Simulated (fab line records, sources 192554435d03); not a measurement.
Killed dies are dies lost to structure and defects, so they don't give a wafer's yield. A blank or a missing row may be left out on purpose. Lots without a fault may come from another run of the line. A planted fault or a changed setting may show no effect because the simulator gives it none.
Which tool did it? | flow n5_finfet | 12 lots, 36 wafers sampled, at 2 steps of a route of 1938

WHAT THE GAUGES READ, wafer by wafer
N5_BEOL_M1_OVL_MEAS_29.
lot  | measured     | on         | V0_OVL (nm)
L075 | day 6 08:11  | overlay-02 | 0.2 0.9 -0.4
L077 | day 6 20:56  | overlay-01 | -0.8 -0.8 -1.1
L080 | day 7 10:28  | overlay-02 | 0.3 0.0 1.3
L081 | day 7 21:16  | overlay-01 | -0.2 0.4 0.9
L083 | day 8 12:13  | overlay-01 | -0.4 -0.8 -0.8
L085 | day 8 23:59  | overlay-01 | 0.4 1.2 1.2
L087 | day 9 10:56  | overlay-02 | -0.5 -0.3 -0.5
L088 | day 9 21:27  | overlay-01 | -0.9 -0.9 -0.1
L091 | day 10 14:13 | overlay-02 | -0.3 0.2 1.2
L093 | day 10 19:07 | overlay-02 | 0.1 0.6 0.9
L095 | day 11 05:34 | overlay-01 | -1.4 -0.4 -0.1
L097 | day 11 20:02 | overlay-01 | 0.6 -0.6 0.5

WHICH TOOL RAN EACH LOT (tool, then ch and the chambers of the sampled wafers, then the start)
lot  | N5_BEOL_M0_ANNEAL_117
L075 | pvd_sputter-03, day 6 03:46
L077 | pvd_sputter-03, day 6 16:40
L080 | pvd_sputter-03, day 7 07:04
L081 | pvd_sputter-01, day 7 17:18
L083 | pvd_sputter-02, day 8 04:55
L085 | pvd_sputter-01, day 8 20:35
L087 | pvd_sputter-03, day 9 06:49
L088 | pvd_sputter-01, day 9 16:41
L091 | pvd_sputter-02, day 10 11:05
L093 | pvd_sputter-03, day 10 15:26
L095 | pvd_sputter-01, day 11 00:46
L097 | pvd_sputter-01, day 11 15:38
- N5_BEOL_M0_ANNEAL_117: time 60 s.

THE ANSWER, worked out from the rows above alone
Rule: what is usual is taken from the lots themselves. Put in order of their means at a reading, lots are off if they are a third of the lots or fewer, leave a main group of 4 or more, and stand apart from it by a gap of 3 or more times the standard deviation of the main group's means; of several such gaps the widest counts. A main group whose means are all the same, to the digits that the tables above print for the reading, isn't used. A lot without any number at a reading at which 4 lots or more have one is off too. The other lots that the step has rows for count as sound.
No lot is off at any reading shown: from this, nothing can be told.

WHAT THE SIMULATOR HAD PUT IN
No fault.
